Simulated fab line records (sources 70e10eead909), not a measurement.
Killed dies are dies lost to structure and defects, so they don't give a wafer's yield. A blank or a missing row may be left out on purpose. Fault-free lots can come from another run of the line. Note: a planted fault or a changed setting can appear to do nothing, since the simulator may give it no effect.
fab line records | flow nandHarc
record lots=4 wafers=12 lastDay=23
route steps=1159 shown A_ONON_D1@438 A_CHANNEL_HOLE_D1@450 END@1159
lots untouched by any fault: they come from a run of this same line in which no faults occurred
startH: start of the lot's first displayed wafer, in hours after the record's first day | waitH: how many hours have passed since the lot's step before this one | " repeats the value in the row above | L1.1+2: a row that stands for several wafers | - no value, or no start given | * or withheld: withheld | < > ~ a bound
route shown NAME@n: a module of which the file shows steps, and the number in the route of the first | usual: mean/standard deviation taken from wafers without a fault | same: alike in all rows | chamber/n: place in a boat | sites: readings site by site | _std_site: how widely they spread, as a standard deviation | _edge_site: inner sites' mean taken away from outer sites' mean | radiusMm: how far each site lies from the wafer's centre | mask NAME#n: copy n | behind: the last tool/chamber to shape the wafer | hold: why the lot went on hold/how many hours it stayed there/how the hold came to an end | device: which transistor (n, p or np) failed to switch | end of line: tests of these same wafers at the route's end | a step with no rows: only its recipe | killed: dies lost to structure and defects at the first sort, not the wafer's yield | map: a wafer's dies, x killed, . not, _ none there
set.NAME: the setting as run; set.NAME@STEP: as run at that earlier step | model.NAME: the simulator's own value behind a step, which no gauge read
lots at selected steps of the route; one table per step, one row per wafer
services: a tool's chamber out of use, with start hour (startH, from the record's first day; less than 0 if before it), hours out, and reason
## steps
# step NHARC_A_ONON_D1_DEP_19
# recipe targetThkA=10000 n2FlowSccm=2750 n2oFlowSccm=2000 nh3FlowSccm=500 sih4FlowSccm=210 tempC=400
# step NHARC_A_ONON_D1_DEP_22
# recipe targetThkA=10000 n2FlowSccm=2750 n2oFlowSccm=2000 nh3FlowSccm=500 sih4FlowSccm=210 tempC=400
# step NHARC_A_ONON_D1_DEP_25
# recipe targetThkA=10000 n2FlowSccm=2750 n2oFlowSccm=2000 nh3FlowSccm=500 sih4FlowSccm=210 tempC=400
# step NHARC_A_ONON_D1_DEP_28
# recipe targetThkA=10000 n2FlowSccm=2750 n2oFlowSccm=2000 nh3FlowSccm=500 sih4FlowSccm=210 tempC=400
# step NHARC_A_ONON_D1_DEP_33
# recipe targetThkA=2000 tempC=400 pressureTorr=6.5 rfW=900 teosFlowSccm=161.4 flowSccm=2650 targetThkNm=200 gas=O2 material=SiO2
# step NHARC_A_CHANNEL_HOLE_D1_DEP_00
# recipe targetThkA=31000 tempC=400 material=aC
# usual throttleValvePct=35.000/0.0086
# columns lot.wafer tool chamber startH waitH throttleValvePct
L576.4 aclDep-03 0 173.60 2.5 35.009
L576.5 " 0 " " 34.998
L576.6 " 0 " " 34.996
L579.1 aclDep-01 0 181.90 0.1 35.002
L579.4 " 0 " " 35.014
L579.6 " 0 " " 35.010
L590.1 aclDep-01 0 265.05 0.5 34.996
L590.2 " 0 " " 35.005
L590.4 " 0 " " 34.997
L593.2 aclDep-01 0 275.39 0.4 34.994
L593.5 " 0 " " 35.011
L593.6 " 0 " " 35.000
# step NHARC_A_CHANNEL_HOLE_D1_DEP_01
# recipe targetThkA=1400 targetThkNm=140 tempC=400 pressureTorr=3.5 flowSccm=200 rfW=350 material=SiON
# step NHARC_A_CHANNEL_HOLE_D1_DEHYDRATE_02
# recipe tempC=150 timeS=120
# step NHARC_A_CHANNEL_HOLE_D1_HMDS_03
# recipe timeS=30
# step NHARC_A_CHANNEL_HOLE_D1_COAT_36
# recipe tempC=260 timeS=75
# step NHARC_A_CHANNEL_HOLE_D1_COAT_37
# recipe tempC=225 timeS=65
# step NHARC_A_CHANNEL_HOLE_D1_COAT_04
# recipe spinRpm=1500 resistThkNm=90
# step NHARC_A_CHANNEL_HOLE_D1_SOFTBAKE_05
# recipe tempC=105 timeS=55
# step NHARC_A_CHANNEL_HOLE_D1_EBR_06
# step NHARC_A_CHANNEL_HOLE_D1_EXPOSE_07
# recipe na=1.35 targetCdNm=100 sigmaOuter=0.3 doseMj=59.65 maskId=HOLE_D1
# step NHARC_A_CHANNEL_HOLE_D1_PEB_08
# recipe pebTempC=100 pebTimeS=65
# step NHARC_A_CHANNEL_HOLE_D1_DEVELOP_09
# recipe developTimeS=35 devTempC=23
# step NHARC_A_CHANNEL_HOLE_D1_DESCUM_15
# recipe timeS=3 o2FlowSccm=200 arFlowSccm=0 biasPowerW=0 chemistry=O2
# step NHARC_A_CHANNEL_HOLE_D1_ETCH_38
# recipe targetDepthA=390 overEtchFrac=0.3 timeS=65 ionEnergyEv=80 cf4FlowSccm=150 arFlowSccm=0 rfW=300 biasW=100 chemistry=CF4
# step NHARC_A_CHANNEL_HOLE_D1_ETCH_39
# recipe targetDepthA=2600 overEtchFrac=0.3 timeS=325 ionEnergyEv=200 n2FlowSccm=150 h2FlowSccm=150 arFlowSccm=0 rfW=400 biasW=150 chemistry=N2/H2
# step NHARC_A_CHANNEL_HOLE_D1_ETCH_34
# recipe targetDepthA=1540 timeS=77 cf4FlowSccm=100 chf3FlowSccm=30 arFlowSccm=0 rfW=500 biasW=200 chemistry=CF4/CHF3
# step NHARC_A_CHANNEL_HOLE_D1_ETCH_16
# recipe targetDepthA=31000 overEtchFrac=0.3 timeS=806 ionEnergyEv=150 o2FlowSccm=400 cosFlowSccm=20 arFlowSccm=0 rfW=500 biasW=300 chemistry=O2/COS
# step NHARC_A_CHANNEL_HOLE_D1_ETCH_19
# recipe biasV=1200 sourceW=2500 pressureMtorr=15 timeS=34.5 arFlowSccm=375 c4f8FlowSccm=28.8 o2FlowSccm=96.2 tempC=-20 targetDepthA=* chemistry=C4F8/O2/Ar
# step NHARC_A_CHANNEL_HOLE_D1_ETCH_20
# recipe biasV=3000 sourceW=withheld pressureMtorr=20 timeS=361.9 arFlowSccm=375 c4f8FlowSccm=89.3 o2FlowSccm=35.7 tempC=-20 targetDepthA=16000 chemistry=C4F8/O2/Ar
# step NHARC_A_CHANNEL_HOLE_D1_ETCH_21
# recipe biasV=3000 sourceW=withheld pressureMtorr=20 timeS=514.3 arFlowSccm=375 c4f8FlowSccm=89.3 o2FlowSccm=35.7 tempC=-20 targetDepthA=16000 chemistry=C4F8/O2/Ar
# step NHARC_A_CHANNEL_HOLE_D1_ETCH_22
# recipe biasV=3000 sourceW=withheld pressureMtorr=20 timeS=666.7 arFlowSccm=375 c4f8FlowSccm=89.3 o2FlowSccm=35.7 tempC=-20 targetDepthA=16000 chemistry=C4F8/O2/Ar
# step NHARC_A_CHANNEL_HOLE_D1_ETCH_23
# recipe biasV=5000 sourceW=withheld pressureMtorr=20 timeS=819 arFlowSccm=375 c4f8FlowSccm=89.3 o2FlowSccm=35.7 tempC=-20 targetDepthA=16000 chemistry=C4F8/O2/Ar
# step NHARC_A_CHANNEL_HOLE_D1_ETCH_24
# recipe biasV=5000 sourceW=withheld pressureMtorr=20 timeS=906.2 arFlowSccm=375 c4f8FlowSccm=93.8 o2FlowSccm=31.2 tempC=-20 targetDepthA=15000 chemistry=C4F8/O2/Ar
# step NHARC_A_CHANNEL_HOLE_D1_ETCH_25
# recipe biasV=5000 sourceW=withheld pressureMtorr=20 timeS=1040.2 arFlowSccm=375 c4f8FlowSccm=93.8 o2FlowSccm=31.2 tempC=-20 targetDepthA=15000 chemistry=C4F8/O2/Ar
# step NHARC_A_CHANNEL_HOLE_D1_ETCH_26
# recipe biasV=300 sourceW=2000 pressureMtorr=30 timeS=224.1 arFlowSccm=375 c4f8FlowSccm=11.4 o2FlowSccm=113.6 tempC=-20 targetDepthA=3000 chemistry=C4F8/O2/Ar
# step NHARC_A_CHANNEL_HOLE_D1_ETCH_33
# recipe biasV=400 sourceW=2000 pressureMtorr=25 timeS=90 arFlowSccm=375 c4f8FlowSccm=41.7 o2FlowSccm=83.3 tempC=-20 targetDepthA=4000 chemistry=C4F8/O2/Ar
# step NHARC_END_SORT_01
# recipe tempC=25
# usual killedAtArray=26/10 killedAtOther=0.5/0.87 killedAtPeriphery=3.0/2.5 killedDies=29/11 killedOpen=3.3/1.9 killedShort=1.8/1.5
# same grossDies=677
# columns lot.wafer tool chamber startH waitH killedAtArray killedAtOther killedAtPeriphery killedDies killedOpen killedShort
L579.1 prober-01 0 442.02 2.5 13 0 3 16 3 1
L579.4 prober-01 0 444.40 3.4 12 1 2 15 3 4
L579.6 prober-01 0 445.99 4.0 8 1 2 11 2 0
L590.1 prober-02 0 534.24 2.5 172 1 5 178 3 3
L590.2 prober-02 0 535.03 2.8 131 0 4 135 2 2
L590.4 prober-02 0 536.60 3.4 215 1 6 222 4 3
L593.2 prober-01 0 558.72 2.8 272 1 5 278 5 4
L593.5 prober-01 0 561.09 3.7 194 0 3 197 3 1
L593.6 prober-01 0 561.89 4.0 273 1 3 277 6 2
# killed by level:class
L579.1 A_CHANNEL_HOLE_D1:chamberFilmFlake=4 A_CONTACT:chamberFilmFlake=3 P_ZERO_WELL:chamberFilmFlake=2 A_CHANNEL_FILL_D1:chamberFilmFlake=2 P_GATE:geometricParticle:open=1 A_ONON_D1:geometricParticle:short=1 A_CONTACT:geometricParticle:open=1 A_BLC:geometricParticle:open=1
L579.4 A_M0:geometricParticle:open=2 A_CHANNEL_HOLE_D1:chamberFilmFlake=2 A_CONTACT:chamberFilmFlake=2 P_CONTACT:geometricParticle:short=1 A_ONON_D1:geometricParticle:short=1 A_WL_FILL:geometricParticle:short=1 A_CONTACT:geometricParticle:open=1 A_M1:geometricParticle:short=1
L579.6 A_CHANNEL_FILL_D1:chamberFilmFlake=2 P_CONTACT:geometricParticle:open=1 A_BLC:geometricParticle:open=1 P_ZERO_WELL:chamberFilmFlake=1 A_CHANNEL_HOLE_D1:chamberFilmFlake=1 A_STAIRCASE:chamberFilmFlake=1 A_SLIT:chamberFilmFlake=1 A_WL_FILL:chamberFilmFlake=1
L590.1 A_CHANNEL_HOLE_D1:areaDep=141 A_CHANNEL_HOLE_D1:chamberFilmFlake=21 A_STAIRCASE:chamberFilmFlake=3 A_CHANNEL_FILL_D1:geometricParticle:short=2 P_STI:chamberFilmFlake=2 A_CONTACT:chamberFilmFlake=2 P_GATE:geometricParticle:open=1 P_M0:geometricParticle:open=1
L590.2 A_CHANNEL_HOLE_D1:areaDep=116 A_CHANNEL_HOLE_D1:chamberFilmFlake=10 P_GATE:chamberFilmFlake=2 A_ONON_D1:geometricParticle:short=1 A_WL_FILL:geometricParticle:short=1 A_WL_FILL:geometricParticle:open=1 A_M0:geometricParticle:open=1 P_ZERO_WELL:chamberFilmFlake=1
L590.4 A_CHANNEL_HOLE_D1:areaDep=181 A_CHANNEL_HOLE_D1:chamberFilmFlake=22 A_STAIRCASE:chamberFilmFlake=3 A_CONTACT:chamberFilmFlake=3 P_GATE:chamberFilmFlake=2 P_GATE:geometricParticle:short=1 P_M0:geometricParticle:open=1 A_ONON_D1:geometricParticle:open=1
L593.2 A_CHANNEL_HOLE_D1:areaDep=234 A_CHANNEL_HOLE_D1:chamberFilmFlake=21 A_CONTACT:chamberFilmFlake=5 A_STAIRCASE:chamberFilmFlake=4 A_WL_FILL:geometricParticle:short=2 P_STI:chamberFilmFlake=2 P_CONTACT:geometricParticle:open=1 P_M0:geometricParticle:open=1
L593.5 A_CHANNEL_HOLE_D1:areaDep=160 A_CHANNEL_HOLE_D1:chamberFilmFlake=21 A_STAIRCASE:chamberFilmFlake=5 A_CONTACT:chamberFilmFlake=5 P_STI:chamberFilmFlake=2 P_GATE:geometricParticle:open=1 A_SOURCE_PLATE:geometricParticle:short=1 A_CHANNEL_FILL_D1:geometricParticle:open=1
L593.6 A_CHANNEL_HOLE_D1:areaDep=247 A_CHANNEL_HOLE_D1:chamberFilmFlake=16 A_CONTACT:chamberFilmFlake=4 P_GATE:geometricParticle:open=1 P_M0:geometricParticle:short=1 A_SOURCE_PLATE:geometricParticle:open=1 A_STAIRCASE:chamberFilmFlake=1 A_WL_FILL:geometricParticle:open=1
# map L590.4 (x killed, . not)
____________.____________
_________...x..._________
_______.x.....x..._______
______.x..x..x.....______
_____......x........_____
____.........xx......____
____x.......xx..x....____
___........xx.....xx..___
___..x..xx..xxx....x.x___
__.....xx..xx..xx......__
__...x...x.xx......x...__
_...x....xxx..x.x.x..x.x_
_...x...xx.xx.xx.xx.xx.._
_..xxxxx..xx.x.xx..x...._
_.........xxxxxxx.xx..x._
_....xx..xx.xxxxxx......_
x....xxxx.xxxxx..........
....xxxx..xxxxxxxx.x.....
....x.xx.xxx.xx..x.x.x...
x.....xx.xxx.x.x.x.......
.x...xxxxx.x..xxxxxxx....
_.x....x.x...xxx.x...x.x_
_..xx.x..xx.xxx.x...x..._
_x.xx.x......xxxx..x...._
_...xx..x...xxxxxx......_
_x..x..x..x..xxxxx......_
__....x.xxx...xxx......__
__........x..x.x..xx.x.__
___..xxx.xx.xxxxx.....___
___..x..xx...x.x.x....___
____..............x..____
____........x........____
_____.....x........._____
______.............______
_______..........._______
_________......._________
____________.____________
# map L593.2 (x killed, . not)
____________x____________
_________.x..x.._________
_______..x........_______
______...x.x.x.....______
_____.x.x...x.x..x.x_____
____.x...x.xx....x...____
____..xxx.x...x..x.xx____
___x...xx.x.xxx.xx....___
___....x.xxx.xx..x....___
__.......xx.xx.x..x....__
__...x..xxxxxx.x....xx.__
_..x..x.....x.xx.x.x...._
_...x.xxxxxxxxx.xx.....x_
_.x.xx.x.x.xxx.xxxx.x..x_
_.....x.xxxxx.xxxxxx...._
_...xxxxx.xxxxxxx.xx...._
....xxxxxxxxx.xx..xx.....
xx.xxxx.xxxxxxx.xxxx.....
...x.xx..xxxxxxx.....x...
.x...x.x.x.xxxxx.x...x...
x.x.x..x.xx.xxxxxx.x..x..
_x..xxxxxxxxxxxxx....x.._
_.x.x.xxxxxxxxxxx..x..x._
_....xxxxxxx..xxx.x....._
_..x.xx..x.x...x........_
_..xx.x..xx.xxxxx......._
__.....x..xxxxx....x...__
__...x...xx...x.x......__
___....x...xx.x.......___
___......xx.xxxx......___
____.....xx.x.x......____
____.....x.xx........____
_____.....xxxx......_____
______.....xxx.....______
_______....x......_______
_________......._________
____________.____________
## services
# columns tool chamber startH hours kind
aclDep-03 - 224.89 13.0 pm
## key
firstSign step=NHARC_END_SORT_01 reading=killedAtArray direction=up sigmas=18 usual=26 struck=210
effect step=NHARC_END_SORT_01 reading=killedDies direction=up sigmas=17 usual=29 struck=214
moreKillsBornAt NHARC_A_CHANNEL_HOLE_D1_DEP_00@aclDep-01=1079
metAt NHARC_A_CHANNEL_HOLE_D1_DEP_00
struckWafers L590.1,L590.2,L590.4,L593.2,L593.5,L593.6
testerLeftOut L590,L593
onsetBetween 181.90 265.05
alsoFits time
fault kind=processParameterDrift tool=aclDep-01 chamber=- onsetH=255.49 steps=NHARC_A_CHANNEL_HOLE_D1_DEP_00 channel=targetThkA offset=* shape=step endH=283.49 actsIn=* stated=*
# testerLeftOut: of these lots the tester's yield and bins aren't shown, on N5 and GAA mostly nor the transistor test; their killed dies are dies lost to structure and defects alone, not to doping, threshold or leakage, so they don't give the yield
